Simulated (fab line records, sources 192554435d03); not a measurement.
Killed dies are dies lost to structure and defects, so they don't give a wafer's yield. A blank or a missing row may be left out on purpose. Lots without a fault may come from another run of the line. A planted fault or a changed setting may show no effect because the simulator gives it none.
Split-lot experiment | flow n5_finfet | 7 lots, 21 wafers read, on a route of 1938 steps

THE SPLIT
At N5_BEOL_M9_PECVD_70 (deposits SiO2 from TEOS/O2, target thk 20 nm, time 22.7 s), the setting time_s was moved away from the recipe's 22.7 s on 6 of the 21 wafers read, by -14.8% to +11.4%. The other wafers ran this setting at the recipe's value.

The reading is taken at the split's own step.

THE READING
SiO2_of_BEOL_M9_PECVD_70.thk_nm (the simulator's own value, which no gauge read), in nm, at N5_BEOL_M9_PECVD_70 (deposits SiO2 from TEOS/O2, target thk 20 nm, time 22.7 s). The file gives no usual value for it. The 15 wafers here that ran the recipe average 20.1 nm, standard deviation 0.35 nm.

wafer  | tool, chamber at the split | time_s as run, s | against the recipe | SiO2_of_BEOL_M9_PECVD_70.thk_nm, nm | against lot-mates on the recipe
L077.2 | pecvd-01, 0                | 22.7             | recipe             | 20.2                                | -
L077.3 | pecvd-01, 2                | 19.34            | -14.8%             | 16.8                                | -3.6
L077.6 | pecvd-01, 0                | 22.7             | recipe             | 20.6                                | -
L081.1 | pecvd-01, 2                | 22.7             | recipe             | 19.8                                | -
L081.4 | pecvd-01, 2                | 22.7             | recipe             | 20                                  | -
L081.5 | pecvd-01, 2                | 22.7             | recipe             | 20.2                                | -
L082.1 | pecvd-01, 1                | 20.34            | -10.4%             | 17.8                                | -2.7
L082.5 | pecvd-01, 0                | 22.7             | recipe             | 20.6                                | -
L082.6 | pecvd-01, 1                | 22.7             | recipe             | 20.4                                | -
L087.1 | pecvd-01, 0                | 21.55            | -5.1%              | 18.8                                | -1.6
L087.4 | pecvd-01, 2                | 22.7             | recipe             | 20.6                                | -
L087.5 | pecvd-01, 0                | 22.7             | recipe             | 20.2                                | -
L089.1 | pecvd-03, 1                | 22.7             | recipe             | 19.8                                | -
L089.3 | pecvd-03, 1                | 24.48            | +7.8%              | 21.6                                | +2.0
L089.5 | pecvd-03, 0                | 22.7             | recipe             | 19.4                                | -
L091.1 | pecvd-01, 1                | 22.7             | recipe             | 19.6                                | -
L091.2 | pecvd-01, 2                | 22.7             | recipe             | 20.2                                | -
L091.6 | pecvd-01, 1                | 22.7             | recipe             | 20                                  | -
L096.1 | pecvd-02, 0                | 25.28            | +11.4%             | 22                                  | +2.0
L096.4 | pecvd-02, 2                | 25.28            | +11.4%             | 22.4                                | +2.4
L096.5 | pecvd-02, 0                | 22.7             | recipe             | 20                                  | -

THE FIT
A straight line over all 21 wafers: SiO2_of_BEOL_M9_PECVD_70.thk_nm changes by +0.206 nm for each +1% of time_s; r = +0.96; the points scatter about the line by 0.33 nm.
The same after taking each lot's own level away (the mean of its wafers on the recipe; 21 wafers): +0.231 nm for each +1%; r = +0.98; scatter 0.25 nm.
On that fit, the largest move of time_s shifts the reading by 3.4 nm.
The lots' own levels span 19.60 to 20.50 nm, that is 2.6 times the standard deviation above.
So the lot-to-lot level changes the slope: the two fits differ.
Check: with one of the wafers moved furthest among these (-14.8%) left out of the fit, the line predicts -3.42 nm for it against its lot-mates. It came out at -3.6 nm against them.

OTHER SPLITS ON THESE WAFERS
These wafers also went through other splits before the reading. Each is held against what the fit with the lots' levels taken away leaves over:
other split on the same wafers             | wafers away from the commonest value | r with SiO2_of_BEOL_M9_PECVD_70.thk_nm (lot level and that fit taken away)
N5_BEOL_M6_ALD_77 co_reactant_pulse_time_s | 10                                   | -0.16
N5_BEOL_M7_EXPOSE_25 dose_mj               | 6                                    | +0.39
N5_BEOL_M7_VIA_ETCH_34 bias_w              | 8                                    | -0.02
N5_BEOL_M8_PECVD_70 temp_c                 | 3                                    | +0.23
N5_BEOL_M8_HM_DEP_02 target_thk_a          | 5                                    | -0.01

THE FILE'S OWN FIT
SiO2_of_BEOL_M9_PECVD_70.thk_nm changes by +0.239 nm for each +1% of time_s, r = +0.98.
